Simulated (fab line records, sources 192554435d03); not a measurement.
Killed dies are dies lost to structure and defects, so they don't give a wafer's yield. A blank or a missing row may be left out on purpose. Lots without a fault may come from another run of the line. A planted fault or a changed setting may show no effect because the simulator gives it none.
A struck lot beside a sound one | flow n5_finfet | 16 steps out of a route of 1938
Sound: wafers L255.2, L255.3, L255.5. Struck: wafers L270.1, L270.2, L270.3. The cause comes at the end.
At each step with rows: each side's tool, then ch and its chambers, then its first start. Under that, the readings that differ: sound wafers | struck wafers | difference of the means | sigmas: that difference in standard deviations of wafers without a fault.
alike: readings whose means differ by less than 2 such deviations, and words and numbers that are the same on both sides. not compared: withheld readings, readings that some wafer has no value for, bounds like >300 that may hide the same value, and numbers for which the record gives no deviation and whose values overlap.
The two part at a step that has a row with sigmas, a row that says differs or no value, or rows on one side only. Numbers that don't overlap but have no deviation are shown without sigmas and don't part them. A reading that every wafer of one side lacks parts them only if that side has two wafers or more.

first, 1 step without rows for these wafers: N5_BEOL_M3_CVD_47 (deposits Co from CCTBA/H2, target thk 3 nm, time 223.8 s).
N5_BEOL_M3_SPUTTER_48: material Cu, target thk 4.5 nm, time 8.29 s.
  sound on pvd_sputter-01, day 7 07:17; struck on pvd_sputter-02, day 11 15:40
  alike: chuck_sensor_temp_C, throttle_valve_pct
then, 1 step without rows for these wafers: N5_BEOL_M3_ANNEAL_49 (time 240 s).
N5_BEOL_M3_SPUTTER_79: material Cu, target thk 4.5 nm, time 8.29 s.
  sound on pvd_sputter-01, day 7 07:31; struck on pvd_sputter-02, day 11 15:53
  alike: chuck_sensor_temp_C, throttle_valve_pct
then, 1 step without rows for these wafers: N5_BEOL_M3_ANNEAL_80 (time 240 s).
N5_BEOL_M3_SPUTTER_81: material Cu, target thk 4.5 nm, time 8.29 s.
  sound on pvd_sputter-01, day 7 07:44; struck on pvd_sputter-02, day 11 16:06
  alike: chuck_sensor_temp_C, throttle_valve_pct
N5_BEOL_M3_ANNEAL_82: time 240 s.
  sound on pvd_sputter-01, day 7 07:49; struck on pvd_sputter-02, day 11 16:11
  alike: heater_power_w, susceptor_temp_C
then, 1 step without rows for these wafers: N5_BEOL_M3_SPUTTER_86 (material Cu, target thk 4.5 nm, time 8.29 s).
N5_BEOL_M3_ANNEAL_87: time 240 s.
  sound on pvd_sputter-01, day 7 08:02; struck on pvd_sputter-02, day 11 16:24
  alike: heater_power_w, susceptor_temp_C
then, 3 steps without rows for these wafers: N5_BEOL_M3_SPUTTER_88 (material Cu, target thk 4.5 nm, time 8.29 s); N5_BEOL_M3_ANNEAL_89 (time 240 s); N5_BEOL_M3_SPUTTER_90 (material Cu, target thk 4.5 nm, time 8.29 s).
N5_BEOL_M3_ANNEAL_91: time 240 s.
  sound on pvd_sputter-01, day 7 08:28; struck on pvd_sputter-02, day 11 16:50
  no value came back on the struck wafers for heater_power_w (W), susceptor_temp_C (C); on the sound wafers heater_power_w (W) reads 965 750 727
then, 1 step without rows for these wafers: N5_BEOL_M3_SPUTTER_92 (material Cu, target thk 4.5 nm, time 8.29 s).
N5_BEOL_M4_RC_MEAS_101:
  sound on prober-02 ch 0, day 8 00:35; struck on prober-01 ch 0, day 12 22:23
  alike: DIBL_N, DIBL_P, IOFF_N, IOFF_P, ION_N, ION_P, SS_N, SS_P, VT_N, VT_P
-- the record jumps here: 4 days lie between the struck wafers' starts before and after (it left off in module BEOL_M4 and takes up again in module PASSIVATION, whose first step shown is number 1936 of the route) --
N5_PASSIVATION_PROBE_49:
  the record has rows for the struck wafers here (prober-02, day 17 04:38) and none for the sound ones

WHERE THEY PART
First at N5_BEOL_M3_ANNEAL_91; last, within this record, at N5_PASSIVATION_PROBE_49.

WHY: what the simulator had put in
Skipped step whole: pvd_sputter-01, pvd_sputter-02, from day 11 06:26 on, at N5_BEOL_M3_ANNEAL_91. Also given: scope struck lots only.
